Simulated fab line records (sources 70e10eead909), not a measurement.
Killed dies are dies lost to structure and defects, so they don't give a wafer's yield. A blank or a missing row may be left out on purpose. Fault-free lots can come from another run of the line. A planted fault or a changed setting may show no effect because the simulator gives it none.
What tool caused it?	flow nand-harc	14 lots with 42 wafers sampled at 2 steps, on a route of 1302 steps

WHAT THE GAUGES READ, wafer by wafer
NHARC_A_M1_CD_MEAS_16.
lot	measured	on	cd-nm (nm)
L308	day 23 07:26	cd-sem-01	120.5 119.7 119.8
L309	day 23 15:53	cd-sem-02	119.9 120.4 120.7
L310	day 24 03:07	cd-sem-02	120.1 120.8 119.8
L312	day 25 05:43	cd-sem-01	119.6 120.3 119.1
L313	day 25 07:35	cd-sem-01	118.4 118.8 118.6
L316	day 26 03:09	cd-sem-01	120.0 120.0 120.2
L318	day 26 20:18	cd-sem-02	120.5 120.9 119.1
L322	day 28 18:15	cd-sem-02	119.2 119.3 119.2
L323	day 30 00:09	cd-sem-02	118.7 120.1 118.9
L324	day 30 03:31	cd-sem-01	121.0 120.4 120.4
L327	day 31 09:52	cd-sem-03	119.3 120.7 120.3
L328	day 31 11:21	cd-sem-02	120.1 119.8 120.3
L329	day 32 00:25	cd-sem-03	119.2 119.9 121.3
L330	day 32 14:49	cd-sem-02	119.0 119.9 117.9

EACH LOT AND THE TOOL THAT RAN IT (in order: tool; ch and the chambers of the sampled wafers; start)
lot	NHARC_A_M0_PVD_21
L308	pvd-sputter-02, day 23 07:26 or earlier
L309	pvd-sputter-02, day 23 15:53 or earlier
L310	pvd-sputter-01, day 24 03:07 or earlier
L312	pvd-sputter-02, day 25 05:43 or earlier
L313	pvd-sputter-01, day 25 07:35 or earlier
L316	pvd-sputter-01, day 26 03:09 or earlier
L318	pvd-sputter-01, day 26 20:18 or earlier
L322	pvd-sputter-01, day 28 18:15 or earlier
L323	pvd-sputter-02, day 30 00:09 or earlier
L324	pvd-sputter-01, day 30 03:31 or earlier
L327	pvd-sputter-01, day 31 09:52 or earlier
L328	pvd-sputter-03, day 31 11:21 or earlier
L329	pvd-sputter-01, day 32 00:25 or earlier
L330	pvd-sputter-03, day 32 14:49 or earlier
- NHARC_A_M0_PVD_21: deposits Cu, target thk 30 nm, time 20.49 s.

AS READ BY THE TOOLS THEMSELVES (means over the sampled wafers that have a number; for cases with no such wafer, the mark the record gives instead)
NHARC_A_M0_PVD_21.
lot	tool	throttle-valve-pct (%)
L308	pvd-sputter-02	29.7
L309	pvd-sputter-02	30.2
L310	pvd-sputter-01	30.7
L312	pvd-sputter-02	29.9
L313	pvd-sputter-01	29.9
L316	pvd-sputter-01	30.3
L318	pvd-sputter-01	29.8
L322	pvd-sputter-01	30.2
L323	pvd-sputter-02	29.8
L324	pvd-sputter-01	30.2
L327	pvd-sputter-01	30.2
L328	pvd-sputter-03	30.0
L329	pvd-sputter-01	31.1
L330	pvd-sputter-03	30.2

THE ANSWER, worked out from the rows above alone
Rule: usual is defined by the lots themselves. Put in order of their means at a reading, lots are off if they are a third of the lots or fewer, leave a main group of 4 or more, and stand apart from it by a gap of 3 or more times the standard deviation of the main group's means; of several such gaps the widest counts. If all means in a main group match to the digits the tables above print for the reading, that group is not used. A lot without any number at a reading at which 4 lots or more have one is off too. Where the step has rows for the other lots, those lots are counted as sound. After the gauges, taken in route order, come the tools' own readings; for these a lot's mean is taken, as printed above. The first step at which some lot is off is used, and at that step the reading that is off furthest; a lot without a number counts as furthest.
No lot is off at any reading shown: from this, nothing can be told.

WHAT THE SIMULATOR PUT IN
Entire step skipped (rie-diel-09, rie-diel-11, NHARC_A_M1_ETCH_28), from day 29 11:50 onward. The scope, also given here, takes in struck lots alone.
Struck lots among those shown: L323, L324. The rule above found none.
